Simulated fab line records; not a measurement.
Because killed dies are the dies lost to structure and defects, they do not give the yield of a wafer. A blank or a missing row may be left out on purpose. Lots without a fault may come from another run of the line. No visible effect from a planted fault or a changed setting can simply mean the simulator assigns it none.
Matching of chambers | flow n5 finfet | N5_BEOL_M3_ETCH_74 on rie diel-04 has 4 sister chambers
The step etches underlayer in N2/H2, target depth 6.5 nm, time 5.2 s. 4 wafers are shown with their chamber, then 10 later ones without.

WAFERS PAIRED WITH THEIR CHAMBERS
wafer  | chamber | drypump motor current A (A)
L081.6 | 3       | 5.7
L086.5 | 2       | 5.7
L087.1 | 0       | 6.4
L087.2 | 1       | 5.9

WAFERS WHOSE CHAMBER IS MISSING
wafer  | drypump motor current A (A)
L087.3 | 5.6
L088.1 | 6.4
L088.2 | 5.9
L088.6 | 5.7
L091.2 | 5.7
L091.4 | 5.9
L091.5 | 6.5
L093.1 | 6.4
L093.5 | 5.6
L093.6 | 6.4

WHICH CHAMBER EACH ONE RAN IN
wafer  | from the rows above     | in truth
L087.3 | can't be placed: 2 or 3 | 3
L088.1 | 0                       | 0
L088.2 | 1                       | 1
L088.6 | can't be placed: 2 or 3 | 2
L091.2 | can't be placed: 2 or 3 | 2
L091.4 | 1                       | 1
L091.5 | 0                       | 0
L093.1 | 0                       | 0
L093.5 | can't be placed: 2 or 3 | 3
L093.6 | 0                       | 0
Correct placement for 6 of the 10. From these rows, 4 cannot be placed; in 4 the true chamber is one of the candidates. 0 placed wrongly.
How it was worked out, from the rows above alone: a wafer's distance from a chamber is the root of the sum, over the readings, of the square of ((its reading less the chamber's mean) divided by the reading's scatter). The wafer belongs to the nearest chamber; if the next one is less than 2 further off, it can't be placed. Each chamber's mean is taken over the wafers shown for it. The scatter: root of mean squared gap, hidden wafer to nearest shown wafer, with one shown wafer a chamber.
